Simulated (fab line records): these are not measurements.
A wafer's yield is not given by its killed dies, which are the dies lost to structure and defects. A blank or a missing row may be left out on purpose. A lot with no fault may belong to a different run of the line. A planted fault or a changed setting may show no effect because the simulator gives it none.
fab line records | flow n5_finfet
[record] lots = 8 wafers = 23 last_day = 17
route steps=1938 shown SDB@347 BEOL_M4@1111 PASSIVATION@1936
lots that met no fault: from a run of the same line without faults
start_h: the number of hours between the record's first day and the start of the first shown wafer of the lot | wait_h: hours elapsed since this lot's preceding step | " same as the row above | L1.1+2: a row that stands for several wafers | - no value, or no start given | * or withheld: withheld | < > ~ a bound
route shown NAME@n: a module of which the file shows steps, and the number in the route of the first | usual: mean/standard deviation taken from wafers without a fault | same: alike in all rows | chamber/n: place in a boat | sites: the reading at each site | _std_site: the values' standard deviation | _edge_site: the outer-site mean with the inner-site mean subtracted | radius_mm: for every site, how far away it sits from the centre of the wafer | mask NAME#n: copy n | behind: the most recent tool/chamber to have shaped the wafer | hold: what put the lot on hold/how long, in hours/how the hold closed | device: whichever transistor did not switch (one of n, p or np) | end of line: tests of these same wafers at the route's end | a step given without rows: its recipe and nothing more | killed: not the wafer's yield, but the dies lost to structure and defects at the first sort | map: per-die view of a wafer (x killed, . not killed, _ where there is no die)
set.NAME: setting as actually run; set.NAME@STEP: the setting as run at that earlier step | model.NAME: the simulator's own value behind a step, which no gauge read
the route's steps for a sample of lots (tables are steps, rows are wafers)
services: the hour from which a tool's chamber was out of use, counted from the record's first day as start_h (under 0 if before that day), plus the number of hours and why
[[steps]]
[step N5_SDB_HM_DEP_00]
[recipe] material = SiNx target_thk_a = 400 temp_c = 400 precursor = SiH4/NH3/N2 pressure_torr = 1.5 rf_w = 300 time_s = 35.3
[usual] heater_power_w = 774/120 rf_fwd_power_W = 297.4/1 showerhead_plenum_p_Torr = 5.12/0.042 throttle_valve_pct = 40.1/2.1
// columns lot.wafer tool chamber start_h wait_h heater_power_w rf_fwd_power_W showerhead_plenum_p_Torr throttle_valve_pct
L599.2 pecvd-04 1 107.36 0.0 884 296.5 5.08 41.1
L599.3 " 0 " " 785 296.2 5.17 39.3
L599.5 " 1 " " 892 297.9 5.08 41.0
L600.1 pecvd-04 0 116.53 0.0 707 296.5 5.15 39.6
L600.4 " 0 " " 698 297.6 5.17 39.6
L600.6 " 1 " " 917 296.6 5.07 40.8
L601.1 pecvd-02 1 125.31 0.0 762 299.1 5.13 40.3
L601.2 " 0 " " 836 298.4 5.12 38.7
L601.5 " 1 " " 751 298.2 5.14 40.1
L602.1 pecvd-03 0 130.08 0.0 688 298.1 5.12 45.1
L602.2 " 2 " " 927 297.4 5.12 38.6
L602.4 " 2 " " 924 296.9 5.11 38.5
L607.4 pecvd-04 0 160.30 0.1 777 297.2 5.16 39.6
L607.5 " 1 " " 885 298.2 5.06 40.9
L607.6 " 2 " " 714 297.4 5.13 40.3
L608.3 pecvd-04 1 164.29 0.0 967 296.1 5.07 41.0
L608.6 " 2 " " 694 297.2 5.13 40.5
L612.1 pecvd-02 0 184.80 0.0 898 295.8 5.13 39.2
L612.2 " 2 " " 858 298.6 5.03 39.0
L612.6 " 2 " " 864 297.8 5.04 39.0
L614.1 pecvd-02 1 198.37 0.0 763 298.0 5.12 40.0
L614.2 " 0 " " 916 296.9 5.12 39.3
L614.6 " 2 " " 940 297.0 5.03 38.7
[step N5_SDB_STRIP_21]
[recipe] chemistry = CF4 resist = SiARC power_w = 300 bias_power_w = 75 pressure_mtorr = 50 cf4_flow_sccm = 150 rf_frequency_hz = 6e+07
[usual] drypump_motor_current_A = 5.6/0.5 oes_product_au = 0.83/0.067 rf_fwd_power_W = 292.7/1 rf_vpp_V = 271.5/1.7 showerhead_plenum_p_Torr = 1.81/0.059 throttle_valve_pct = 13.49/0.22
// columns lot.wafer tool chamber start_h wait_h drypump_motor_current_A oes_product_au rf_fwd_power_W rf_hours_counter_h rf_vpp_V showerhead_plenum_p_Torr throttle_valve_pct
L599.2 rie_diel-02 3 108.65 0.0 4.7 0.85 291.9 44 270.1 1.76 13.61
L599.3 " 0 " " 5.8 0.90 293.2 15 272.3 1.83 13.18
L599.5 " 3 " " 4.7 0.85 291.0 - 271.6 1.76 13.63
L600.1 rie_diel-01 1 117.28 0.0 5.3 0.71 291.3 189 271.5 1.80 13.77
L600.4 " 2 " " 6.4 0.71 294.2 233 271.2 1.77 13.85
L600.6 " 3 " " 5.7 0.90 292.0 - 269.4 1.75 13.41
L601.1 rie_diel-02 0 127.39 0.0 5.8 0.88 292.4 24 272.4 1.83 13.19
L601.2 " 1 " " 5.5 0.85 292.2 43 273.1 1.84 13.36
L601.5 " 3 " " 4.7 0.84 293.8 - 267.8 1.75 13.63
L602.1 rie_diel-02 3 131.74 0.0 4.7 0.84 292.7 56 269.2 1.75 13.66
L602.2 " 2 " " 5.8 0.83 291.5 64 274.3 1.88 13.31
L602.4 " 0 " " 5.8 0.87 293.2 26 272.3 1.83 13.20
L607.4 rie_diel-01 3 160.93 0.0 5.7 0.86 292.4 - 271.6 1.75 13.47
L607.5 " 0 " " 6.1 0.71 293.3 - 269.1 1.72 13.92
L607.6 " 1 " " 5.3 0.69 292.0 - 271.5 1.79 13.83
L608.3 rie_diel-02 0 165.04 0.0 5.8 0.86 291.1 37 271.4 1.83 13.23
L608.6 " 3 " " 4.8 0.82 293.3 - 269.8 1.75 13.67
L612.1 rie_diel-02 0 185.43 0.0 5.8 0.84 292.3 44 272.0 1.82 13.23
L612.2 " 3 " " 4.8 0.81 293.3 76 269.7 1.75 13.69
L612.6 " 2 " " 5.8 0.79 292.6 - 273.5 1.87 13.37
L614.1 rie_diel-02 0 199.57 0.0 5.8 0.83 292.4 49 271.1 1.82 13.26
L614.2 " 1 " " 5.6 0.81 293.2 71 272.0 1.84 13.40
L614.6 " 1 " " 5.6 0.81 293.3 - 271.1 1.84 13.41
[step N5_SDB_HM_OPEN_20]
[recipe] chemistry = CH3F/O2 target = SiNx mask_material = SOC target_depth_a = 240 stop_on = poly-Si over_etch_frac = 0.4 ion_energy_ev = 120 pressure_mtorr = 30 source_w = 395 bias_w = 73 Ar_flow_sccm = 150 CH3F_flow_sccm = 30 O2_flow_sccm = 20
[usual] CH3F_flow_sccm = 30.00/0.1 O2_flow_sccm = 20.00/0.061 drypump_motor_current_A = 5.6/0.5 oes_product_au = 0.69/0.057 rf_fwd_power_W = 392.0/1.2 rf_vpp_V = 296.4/3 showerhead_plenum_p_Torr = 2.01/0.078 throttle_valve_pct = 16.24/0.19
// columns lot.wafer tool chamber start_h wait_h CH3F_flow_sccm O2_flow_sccm drypump_motor_current_A oes_product_au rf_fwd_power_W rf_hours_counter_h rf_vpp_V showerhead_plenum_p_Torr throttle_valve_pct
L599.2 rie_diel-02 3 108.67 0.0 30.03 19.97 4.8 0.70 393.1 44 296.1 1.94 16.31
L599.3 " 0 " " 29.99 19.94 5.8 0.74 391.7 15 294.1 2.05 15.99
L599.5 " 3 " " 30.03 19.98 4.7 0.71 392.3 - 297.7 1.94 16.32
L600.1 rie_diel-01 1 117.30 0.0 - - - - - - - - -
L600.4 " 2 " " - - - - - - - - -
L600.6 " 3 " " - - - - - - - - -
L601.1 rie_diel-02 0 127.41 0.0 - - - - - - - - -
L601.2 " 1 " " - - - - - - - - -
L601.5 " 3 " " - - - - - - - - -
L602.1 rie_diel-02 3 131.76 0.0 - - - - - - - - -
L602.2 " 2 " " - - - - - - - - -
L602.4 " 0 " " - - - - - - - - -
L607.4 rie_diel-01 3 160.97 0.0 29.83 19.94 5.7 0.71 390.8 - 299.3 1.95 16.27
L607.5 " 0 " " 29.93 20.15 6.1 0.59 391.4 - 293.1 1.90 16.62
L607.6 " 1 " " 29.75 20.14 5.3 0.57 391.3 - 296.2 1.98 16.48
L608.3 rie_diel-02 0 165.06 0.0 30.10 19.97 5.8 0.70 392.4 37 294.6 2.05 16.04
L608.6 " 3 " " 30.16 20.09 4.7 0.69 394.2 - 297.2 1.93 16.35
L612.1 rie_diel-02 0 185.45 0.0 29.81 20.04 5.8 0.69 393.1 44 296.2 2.04 16.07
L612.2 " 3 " " 30.14 19.93 4.7 0.66 393.1 76 295.5 1.93 16.39
L612.6 " 2 " " 29.94 19.99 5.7 0.65 390.1 - 293.7 2.10 16.17
L614.1 rie_diel-02 0 199.59 0.0 30.03 20.03 5.8 0.69 393.8 49 293.5 2.04 16.06
L614.2 " 1 " " 29.86 20.03 5.6 0.67 390.0 71 295.5 2.01 16.02
L614.6 " 1 " " 29.75 19.97 5.6 0.67 390.5 - 297.0 2.01 16.02
[step N5_SDB_STRIP_22]
[recipe] chemistry = N2/H2 power_w = 1000 temp_c = 250 h2_frac = 0.65 overash_fraction = 0.3 pressure_mtorr = withheld n2_flow_sccm = 1750 h2_flow_sccm = 3250
[usual] drypump_motor_current_A = 5.6/0.51 h2_flow_sccm = 3249/9 heater_power_w = 306/11 oes_product_au = 0.715/0.0048 strip_time_to_endpoint_s = 96.3/0.35 temp_c = 250.00/0.14
// columns lot.wafer tool chamber start_h wait_h drypump_motor_current_A h2_flow_sccm heater_power_w oes_product_au rf_hours_counter_h strip_time_to_endpoint_s temp_c
L599.2 plasma_asher-01 1 108.75 0.1 5.6 3240 309 0.706 45 96.6 250.12
L599.3 " 1 " " 5.5 3234 309 0.712 - 96.0 250.22
L599.5 " 1 " " 5.6 3240 315 0.714 - 96.6 250.12
L600.1 plasma_asher-02 1 117.38 0.1 5.5 3245 292 0.729 96 112.1 250.09
L600.4 " 1 " " 5.5 3241 294 0.723 - 112.1 249.73
L600.6 " 1 " " 5.5 3252 291 0.727 - 112.0 249.79
L601.1 plasma_asher-01 0 127.49 0.1 5.0 3244 322 0.735 49 112.0 250.05
L601.2 " 1 " " 5.6 3231 290 0.732 49 112.0 250.10
L601.5 " 0 " " 4.9 3259 310 0.733 - 111.9 250.06
L602.1 plasma_asher-01 1 131.84 0.1 5.5 3253 312 0.736 50 112.6 249.72
L602.2 " 0 " " 5.0 3243 319 0.731 50 112.1 249.98
L602.4 " 0 " " 5.0 3248 319 0.736 - 112.3 250.16
L607.4 plasma_asher-01 1 161.07 0.1 5.5 3237 302 0.709 - 96.5 250.15
L607.5 " 1 " " 5.5 3252 303 0.724 - 96.6 249.99
L607.6 " 0 " " 5.0 3255 323 0.709 - 96.5 249.93
L608.3 plasma_asher-02 1 165.18 0.1 5.4 3251 303 0.719 - 96.3 250.08
L608.6 " 1 " " 5.4 3234 298 0.719 - 96.4 249.90
L612.1 plasma_asher-01 1 185.53 0.1 5.6 3250 303 0.716 61 95.9 250.01
L612.2 " 0 " " 5.0 3246 323 0.722 61 96.2 250.16
L612.6 " 1 " " 5.6 3261 300 0.711 - 96.4 249.78
L614.1 plasma_asher-01 1 199.67 0.1 5.6 3254 300 0.708 63 95.6 249.86
L614.2 " 0 " " 5.0 3255 318 0.711 63 95.4 249.82
L614.6 " 0 " " 5.0 3255 329 0.720 - 95.7 250.09
[step N5_SDB_ETCH_25]
[recipe] chemistry = C4F6/O2 target = SiO2 target_depth_a = 100 time_s = 3.3 ion_energy_ev = 250 mask_material = SiNx pressure_mtorr = 30 source_w = 345 bias_w = 185 Ar_flow_sccm = 300 C4F6_flow_sccm = 10 O2_flow_sccm = 10
[usual] drypump_motor_current_A = 5.7/0.51 oes_product_au = 0.82/0.083 rf_fwd_power_W = 342.7/1.2 rf_vpp_V = 664/6.7 showerhead_plenum_p_Torr = 2.85/0.11 throttle_valve_pct = 21.13/0.17
// columns lot.wafer tool chamber start_h wait_h drypump_motor_current_A oes_product_au rf_fwd_power_W rf_hours_counter_h rf_vpp_V showerhead_plenum_p_Torr throttle_valve_pct
L599.2 rie_diel-01 1 109.92 1.0 5.3 0.72 342.0 186 665 2.83 21.20
L599.3 " 0 " " 6.1 0.75 341.6 196 655 2.72 21.39
L599.5 " 2 " " 6.4 0.72 341.6 - 658 2.80 21.21
L600.1 rie_diel-02 3 118.26 0.7 4.7 0.87 344.1 49 665 2.76 21.15
L600.4 " 2 " " 5.7 0.84 343.0 58 654 3.00 20.95
L600.6 " 0 " " 5.8 0.90 343.1 - 660 2.92 20.89
L601.1 rie_diel-02 2 128.81 1.1 5.8 0.83 342.2 63 654 2.99 20.97
L601.2 " 3 " " 4.8 0.84 344.9 54 663 2.76 21.16
L601.5 " 0 " " 5.8 0.88 342.5 - 659 2.92 20.89
L602.1 rie_diel-02 1 133.45 1.4 5.6 0.86 342.2 47 661 2.87 20.81
L602.2 " 0 " " 5.8 0.87 343.9 27 658 2.92 20.90
L602.4 " 2 " " 5.8 0.82 342.4 65 653 2.99 20.97
L607.4 rie_diel-01 1 161.28 0.1 5.3 0.70 342.1 - 665 2.82 21.25
L607.5 " 0 " " 6.1 0.72 343.3 - 656 2.71 21.40
L607.6 " 3 " " 5.7 0.85 341.2 - 668 2.77 21.08
L608.3 rie_diel-02 1 165.40 0.0 5.6 0.84 340.1 58 661 2.87 20.81
L608.6 " 2 " " 5.8 0.82 340.0 - 654 2.99 20.98
L612.1 rie_diel-01 2 185.75 0.0 6.4 0.95 340.0 2 660 2.79 20.94
L612.2 " 0 " " 6.1 0.71 341.8 232 656 2.71 21.43
L612.6 " 2 " " 6.4 0.96 341.0 - 659 2.79 20.94
L614.1 rie_diel-01 1 199.89 0.0 5.3 0.67 344.1 227 663 2.81 21.25
L614.2 " 3 " " 5.7 0.83 343.6 50 667 2.76 21.12
L614.6 " 1 " " 5.3 0.68 344.0 - 665 2.81 21.26
[step N5_BEOL_M4_RC_MEAS_101]
[usual] DIBL_N = 36.1/1.5 DIBL_P = 36.1/1.9 IOFF_N = 0.159/0.029 IOFF_P = 0.21/0.038 ION_N = 675/11 ION_P = 464/8.1 SS_N = 71.5/0.57 SS_P = 73.3/0.64 VT_N = 249/3.1 VT_P = -250/3.8
// columns lot.wafer tool chamber start_h wait_h DIBL_N[mV/V] DIBL_P[mV/V] IOFF_N[nA/um] IOFF_P[nA/um] ION_N[uA/um] ION_P[uA/um] SS_N[mV/dec] SS_P[mV/dec] VT_N[mV] VT_P[mV]
L599.2 prober-01 0 201.29 0.2 41.1 40.4 0.279 0.29 694 470 72.1 74.6 245 -248
L599.3 " 0 " " 36.9 36.6 0.175 0.21 679 460 71.8 73.2 249 -252
L599.5 " 0 " " 38.0 37.7 0.186 0.23 684 465 72.0 74.4 247 -251
L607.4 prober-01 0 255.48 0.5 34.6 33.0 0.133 0.17 675 462 70.8 72.3 248 -253
L607.5 " 0 " " 34.1 32.4 0.122 0.16 666 459 71.0 72.4 252 -255
L607.6 " 0 " " 37.3 36.1 0.177 0.21 684 467 71.5 74.1 248 -251
L608.3 prober-01 0 266.64 0.3 32.5 32.2 0.111 0.17 667 464 70.8 72.5 253 -254
L608.6 " 0 " " 35.7 35.1 0.150 0.21 663 458 71.1 73.2 249 -248
L612.1 prober-01 0 281.30 0.0 37.1 36.9 0.177 0.26 686 476 72.1 73.8 245 -245
L612.2 " 0 " " 36.9 37.2 0.184 0.28 691 481 71.4 73.1 248 -241
L612.6 " 0 " " 38.5 39.3 0.213 0.31 702 479 72.2 73.5 244 -241
L614.1 prober-02 0 306.03 0.0 37.1 37.1 0.173 0.30 677 479 71.4 73.3 246 -241
L614.2 " 0 " " 37.5 37.7 0.192 0.32 689 481 72.1 73.7 247 -242
L614.6 " 0 " " 37.6 37.6 0.198 0.31 686 473 72.0 74.3 245 -244
[step N5_PASSIVATION_PROBE_49]
[usual] defect_limited_yield = 91.5/1.6 killed_at_M0_to_M3 = 33/10 killed_at_M4_up = 13/5.6 killed_at_contacts = 13/6 killed_at_front_end = 39/12 killed_at_other = 3.0/2.8 killed_dies = 101/19 killed_on_rim = 13/4 killed_open = 65/13 killed_short = 32/8.3 sort_bin_4_leakage = 0.00/0.0072 sort_bin_5_function = 5.0/1 sort_bin_6_memory = 3.1/0.69 sort_n_pass = 1079/19 sort_yield_pct = 91.5/1.6
[same] gross_dies = 1180 killed_at_back_side = 0 sort_bin_8_speed[%] = 0
// columns lot.wafer tool chamber start_h wait_h defect_limited_yield[%] killed_at_M0_to_M3 killed_at_M4_up killed_at_contacts killed_at_front_end killed_at_other killed_dies killed_on_rim killed_open killed_short sort_bin_4_leakage[%] sort_bin_5_function[%] sort_bin_6_memory[%] sort_n_pass sort_yield_pct[%]
L600.1 prober-02 - 315.71 0.0 0 25 10 21 1124 0 1180 152 68 22 0 97.0 2.7 0 0
L600.4 prober-02 - 315.86 0.2 0 31 14 14 1121 0 1180 152 68 26 0 96.9 3.0 0 0
L600.6 prober-02 - 315.96 0.3 0 40 16 14 1106 4 1180 152 89 31 0 96.3 3.6 0 0
L601.1 prober-02 - 323.61 0.0 0 49 18 11 1099 3 1180 152 71 34 0 96.9 3.0 0 0
L601.2 prober-02 - 323.66 0.1 0 64 23 15 1074 4 1180 152 89 62 0 94.2 5.0 0 0
L601.5 prober-02 - 323.81 0.2 0 43 12 34 1091 0 1180 152 83 49 0 95.9 4.0 0 0
L602.1 prober-01 - 327.19 0.0 0 35 21 14 1107 3 1180 152 88 34 0 96.0 3.6 0 0
L602.2 prober-01 - 327.24 0.1 0 22 13 14 1129 2 1180 152 62 35 0 96.3 3.2 0 0
L602.4 prober-01 - 327.34 0.2 0 37 17 11 1114 1 1180 152 79 34 0 96.5 3.2 0 0
L607.6 prober-02 - 360.26 0.3 91.2 43 9 9 37 6 104 9 71 32 0 5.3 3.1 1076 91.2
L614.1 prober-02 - 414.82 0.0 92.3 26 11 8 39 7 91 7 54 34 0 4.7 2.5 1089 92.3
L614.2 prober-02 - 414.87 0.1 91.1 33 15 6 44 7 105 16 69 33 0 6.2 2.2 1075 91.1
L614.6 prober-02 - 415.07 0.3 91.9 37 18 8 31 1 95 11 52 41 0 5.3 2.5 1085 91.9
// killed by level:class
L600.1 SDB:area_open=1088 MOL_CONTACT_COAG:geometric_particle:open=20 STI_FIN_REVEAL:geometric_particle:open=16 BEOL_M0_SAQP:geometric_particle:open=9 BEOL_M0_SAQP:geometric_particle:short=7 FIN_SAQP:geometric_particle:short=5 FIN_SAQP:geometric_particle:open=4 DUMMY_GATE:geometric_particle:open=3
L600.4 SDB:area_open=1085 MOL_CONTACT_COAG:geometric_particle:open=10 STI_FIN_REVEAL:geometric_particle:open=9 DUMMY_GATE:geometric_particle:open=8 BEOL_M1:geometric_particle:open=8 BEOL_M3:geometric_particle:open=6 ILD0:geometric_particle:open=5 BEOL_M4:geometric_particle:open=5
L600.6 SDB:area_open=1059 FIN_SAQP:geometric_particle:open=16 MOL_CONTACT_COAG:geometric_particle:open=13 STI_FIN_REVEAL:geometric_particle:open=9 BEOL_M3:geometric_particle:open=9 BEOL_M0_SAQP:geometric_particle:open=7 BEOL_M0_SAQP:geometric_particle:short=7 BEOL_M0:geometric_particle:open=7
L601.1 SDB:area_open=1075 BEOL_M3:geometric_particle:open=11 MOL_CONTACT_COAG:geometric_particle:open=10 FIN_SAQP:geometric_particle:open=9 BEOL_M0_SAQP:geometric_particle:short=9 BEOL_M4:geometric_particle:open=8 BEOL_M0:geometric_particle:open=7 BEOL_M2:geometric_particle:open=6
L601.2 SDB:area_open=1027 BEOL_M0_SAQP:geometric_particle:short=20 FIN_SAQP:geometric_particle:short=19 BEOL_M0_SAQP:geometric_particle:open=19 MOL_CONTACT_COAG:geometric_particle:open=15 BEOL_M4:geometric_particle:open=14 FIN_SAQP:geometric_particle:open=13 BEOL_M3:geometric_particle:open=7
L601.5 SDB:area_open=1047 MOL_CONTACT_COAG:geometric_particle:open=25 BEOL_M0_SAQP:geometric_particle:short=14 BEOL_M0_SAQP:geometric_particle:open=13 FIN_SAQP:geometric_particle:open=11 FIN_SAQP:geometric_particle:short=11 MOL_CONTACT_COAG:geometric_particle:short=9 STARTING-WAFER:geometric_particle:open=6
L602.1 SDB:area_open=1053 STI_FIN_REVEAL:geometric_particle:open=17 MOL_CONTACT_COAG:geometric_particle:open=11 FIN_SAQP:geometric_particle:open=10 FIN_SAQP:geometric_particle:short=9 BEOL_M0_SAQP:geometric_particle:short=8 BEOL_M3:geometric_particle:open=8 BEOL_M0_SAQP:geometric_particle:open=6
L602.2 SDB:area_open=1081 STI_FIN_REVEAL:geometric_particle:open=16 MOL_CONTACT_COAG:geometric_particle:open=11 FIN_SAQP:geometric_particle:short=6 STI_FIN_REVEAL:geometric_particle:short=5 BEOL_M0_SAQP:geometric_particle:short=5 BEOL_M3:geometric_particle:open=5 BEOL_M7:geometric_particle:open=5
L602.4 SDB:area_open=1066 STI_FIN_REVEAL:geometric_particle:open=10 MOL_CONTACT_COAG:geometric_particle:open=10 BEOL_M0_SAQP:geometric_particle:open=10 FIN_SAQP:geometric_particle:open=9 BEOL_M4:geometric_particle:open=9 FIN_SAQP:geometric_particle:short=8 BEOL_M0_SAQP:geometric_particle:short=7
L607.6 BEOL_M0_SAQP:geometric_particle:open=11 BEOL_M3:geometric_particle:open=11 BEOL_M0_SAQP:geometric_particle:short=9 MOL_CONTACT_COAG:geometric_particle:open=7 BEOL_M2:geometric_particle:open=6 STI_FIN_REVEAL:geometric_particle:open=5 DUMMY_GATE:geometric_particle:open=5 GATE_CUT:geometric_particle:short=5
L614.1 STI_FIN_REVEAL:geometric_particle:open=11 FIN_SAQP:geometric_particle:short=6 BEOL_M3:geometric_particle:open=6 STI_FIN_REVEAL:geometric_particle:short=5 MOL_CONTACT_COAG:geometric_particle:open=5 BEOL_M0_SAQP:geometric_particle:short=5 BEOL_M1:geometric_particle:open=5 FIN_SAQP:geometric_particle:open=4
L614.2 FIN_SAQP:geometric_particle:short=10 DUMMY_GATE:geometric_particle:open=10 STI_FIN_REVEAL:geometric_particle:open=9 BEOL_M0:geometric_particle:open=5 BEOL_M2:geometric_particle:open=5 BEOL_M4:geometric_particle:open=5 MOL_CONTACT_COAG:geometric_particle:open=4 BEOL_M0_SAQP:geometric_particle:short=4
L614.6 BEOL_M0_SAQP:geometric_particle:open=11 BEOL_M0_SAQP:geometric_particle:short=11 FIN_SAQP:geometric_particle:short=8 MOL_CONTACT_COAG:geometric_particle:open=8 STI_FIN_REVEAL:geometric_particle:open=7 BEOL_M5:geometric_particle:short=6 BEOL_M3:geometric_particle:open=4 BEOL_M8:geometric_particle:open=4
[[services]]
// columns tool chamber start_h hours kind
rie_diel-02 2 92.12 3.4 repair
pecvd-02 2 96.05 17.3 repair
pecvd-03 0 104.07 2.1 scheduled_down
pecvd-04 - 109.34 1.7 repair
pecvd-02 - 123.70 1.1 repair
pecvd-04 - 131.26 6.0 pm
plasma_asher-02 - 134.73 1.1 repair
pecvd-02 2 135.92 18.3 repair
rie_diel-02 0 145.20 4.2 repair
rie_diel-01 2 155.86 - clean
rie_diel-01 2 155.86 - consumable_replace:focus_ring
rie_diel-01 2 155.86 24.8 scheduled_down
rie_diel-01 2 155.86 24.8 vent_cycle
pecvd-02 1 178.61 2.1 scheduled_down
[[key]]
[first_sign] step = N5_SDB_HM_OPEN_20 reading = tool_record direction = missing
[effect] step = N5_SDB_STRIP_22 reading = strip_time_to_endpoint_s direction = up sigmas = 45 usual = * struck = *
[effect] step = N5_PASSIVATION_PROBE_49 reading = killed_at_front_end direction = up sigmas = 92 usual = 39 struck = 1107
[more_kills_born_at] N5_SDB_HM_OPEN_20@rie_diel-02 = 6349 N5_SDB_HM_OPEN_20@rie_diel-01 = 3232
met_at N5_SDB_HM_OPEN_20
struck_lots L600,L601,L602
later_rows_left_out L600.1,L600.4,L600.6,L601.1,L601.2,L601.5,L602.1,L602.2,L602.4
not_acting_at N5_SDB_HM_DEP_00,N5_SDB_STRIP_21,N5_SDB_ETCH_25
onset_between 108.67 117.30
[fault] kind = skipped_step_whole tool = rie_diel-01,rie_diel-02 chamber = - onset_h = 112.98 steps = N5_SDB_HM_OPEN_20 scope = struck_lots_only
// later_rows_left_out: the simulator's readings of these wafers behind a module that went badly wrong aren't trusted and aren't shown, but for the sort
